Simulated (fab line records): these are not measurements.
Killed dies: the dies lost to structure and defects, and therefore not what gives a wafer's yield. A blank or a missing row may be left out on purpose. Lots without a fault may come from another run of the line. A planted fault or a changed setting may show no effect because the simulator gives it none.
Matching of chambers    flow nand_harc    NHARC_P_M2_DEP_33 on pecvd-02 has 3 sister chambers
The step deposits SiCN, target thk 30 nm. 3 wafers are shown with their chamber, then 12 later ones without.

## WAFERS WITH THEIR CHAMBER
wafer   chamber  heater_power_outer_w (W)
L092.1  1        291
L092.2  0        333
L092.3  2        405

## WAFERS WITHOUT THEIR CHAMBER
wafer   heater_power_outer_w (W)
L093.1  251
L093.4  397
L093.5  364
L095.1  371
L095.3  247
L095.5  251
L096.3  382
L096.4  289
L096.5  376
L097.1  384
L097.4  306
L097.5  322

## CHAMBER TAKEN BY EACH
wafer   from the rows above           in truth
L093.1  can't be placed: 1 or 0       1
L093.4  can't be placed: 2 or 0       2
L093.5  can't be placed: 0 or 2 or 1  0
L095.1  can't be placed: 2 or 0 or 1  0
L095.3  can't be placed: 1 or 0       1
L095.5  can't be placed: 1 or 0       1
L096.3  can't be placed: 2 or 0       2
L096.4  can't be placed: 1 or 0       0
L096.5  can't be placed: 2 or 0 or 1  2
L097.1  can't be placed: 2 or 0       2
L097.4  can't be placed: 1 or 0       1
L097.5  can't be placed: 0 or 1       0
Placed correctly: 0 of 12. Unplaceable from these rows: 12, with the true chamber sitting among the candidates in 12. Number placed wrongly: 0.
How it was worked out, from the rows above alone: a wafer's distance from a chamber is the root of the sum, over the readings, of the square of ((its reading less the chamber's mean) divided by the reading's scatter). The wafer belongs to the nearest chamber; if the next one is less than 2 further off, it can't be placed. For every chamber, the mean is computed from those of its wafers that are shown. The scatter: root of mean squared gap, hidden wafer to nearest shown wafer, with one shown wafer a chamber.
